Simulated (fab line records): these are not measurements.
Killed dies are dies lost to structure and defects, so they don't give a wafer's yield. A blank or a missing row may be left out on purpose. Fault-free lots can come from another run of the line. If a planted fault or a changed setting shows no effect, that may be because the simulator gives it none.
Split-lot experiment ; flow n5_finfet ; 7 lots, 21 wafers read, on a route of 1938 steps

## SPLIT DETAILS
At N5_BEOL_M13_COAT_04 (resist thk 400 nm), the setting spin_rpm was moved away from the recipe's 1625 rpm on 11 of the 21 wafers read, by -9.7% to +6.8%. All remaining wafers had this setting at the recipe value.

## FROM THE SPLIT TO THE READING: what the file shows between them, 3 steps
- N5_BEOL_M13_EBR_06
- N5_BEOL_M13_SOFTBAKE_05: time 60 s
- N5_BEOL_M13_DESCUM_15: chemistry O2, time 7.9 s

## THE READING
coat_of_BEOL_M13_COAT_04.thk_nm (the simulator's own value, which no gauge read), in nm, at N5_BEOL_M13_ETCH_59 (etches BARC in N2/H2, target depth 89 nm, overetch 26.7 nm, time 67.9 s). The file does not state a usual value for it. The 10 wafers here that ran the recipe average 317.1 nm, standard deviation 2 nm.

wafer;tool, chamber at the split;spin_rpm as run, rpm;against the recipe;coat_of_BEOL_M13_COAT_04.thk_nm, nm;against lot-mates on the recipe
L078.2;litho_track-03, 0;1502;-7.6%;331.8;+15.8
L078.3;litho_track-03, 0;1502;-7.6%;330.2;+14.2
L078.6;litho_track-03, 0;1625;recipe;316;-
L079.1;litho_track-04, 0;1625;recipe;318.4;-
L079.3;litho_track-04, 0;1625;recipe;316;-
L079.4;litho_track-04, 0;1625;recipe;316;-
L085.3;litho_track-03, 0;1707;+5.0%;308.6;-4.6
L085.4;litho_track-03, 0;1707;+5.0%;305.8;-7.4
L085.5;litho_track-03, 0;1625;recipe;313.2;-
L084.3;litho_track-03, 0;1625;recipe;316.4;-
L084.4;litho_track-03, 0;1625;recipe;319.2;-
L084.5;litho_track-03, 0;1513;-6.9%;331.4;+13.6
L088.1;litho_track-04, 0;1676;+3.1%;313;-7.6
L088.3;litho_track-04, 0;1625;recipe;320.6;-
L088.4;litho_track-04, 0;1676;+3.1%;311.4;-9.2
L091.2;litho_track-03, 0;1735;+6.8%;305.2;-11.2
L091.3;litho_track-03, 0;1735;+6.8%;302.8;-13.6
L091.6;litho_track-03, 0;1625;recipe;316.4;-
L097.2;litho_track-01, 0;1468;-9.7%;334.6;+16.0
L097.3;litho_track-01, 0;1625;recipe;318.6;-
L097.5;litho_track-01, 0;1468;-9.7%;337.8;+19.2

THE FIT
A straight line over all 21 wafers: coat_of_BEOL_M13_COAT_04.thk_nm changes by -1.93 nm for each +1% of spin_rpm; r = -0.98; the points scatter about the line by 1.8 nm.
The same after taking each lot's own level away (the mean of its wafers on the recipe; 21 wafers): -1.84 nm for each +1%; r = -0.98; scatter 1.8 nm.
According to that fit, moving spin_rpm by its largest amount changes the reading by 18 nm.
From 313.20 to 320.60 nm: that is the span of the lots' own levels, equal to 3.7 times the standard deviation above.
Hence the lot-to-lot level has little effect on the slope; both slopes agree.
Check: for one of the wafers moved furthest among these (-9.7%), held out of the fit, the line's prediction against its lot-mates is +18.5 nm. Against them it came out at +16 nm.

## OTHER SPLITS ON THESE WAFERS
Before the reading, these wafers also passed through other splits. Each is held against what the fit with the lots' levels taken away leaves over:
other split on the same wafers;wafers away from the commonest value;r with coat_of_BEOL_M13_COAT_04.thk_nm (lot level and that fit taken away)
N5_BEOL_M13_ILD_DEP_00 time_s;6;-0.24

## THE WHOLE CHAIN: every reading that the file lists as answering this split, in the file's order
step;what it does;reading;change (the file's fit);r (the file's)
N5_BEOL_M13_COAT_04;resist thk 400 nm;coat_of_BEOL_M13_COAT_04.thk_nm (the simulator's own value, which no gauge read);-2.03 nm for each +1% of the setting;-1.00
N5_BEOL_M13_ETCH_59;etches BARC in N2/H2, target depth 89 nm, overetch 26.7 nm, time 67.9 s;coat_of_BEOL_M13_COAT_04.thk_nm (the simulator's own value, which no gauge read);-1.85 nm for each +1% of the setting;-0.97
N5_BEOL_M13_VIA_ETCH_16;etches SiOC in C4F8/O2/Ar, target depth 921.7 nm;coat_of_BEOL_M13_COAT_04.thk_nm (the simulator's own value, which no gauge read);-1.62 nm for each +1% of the setting, in a fit together with time_s@BEOL_M13_ILD_DEP_00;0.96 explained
N5_BEOL_M13_STRIP_63;strips in N2/H2;strip_time_to_endpoint_s;withheld for each +1% of the setting, in a fit together with time_s@BEOL_M13_ILD_DEP_00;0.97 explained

## FILE'S OWN FIT
coat_of_BEOL_M13_COAT_04.thk_nm changes by -1.85 nm for each +1% of spin_rpm, r = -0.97.
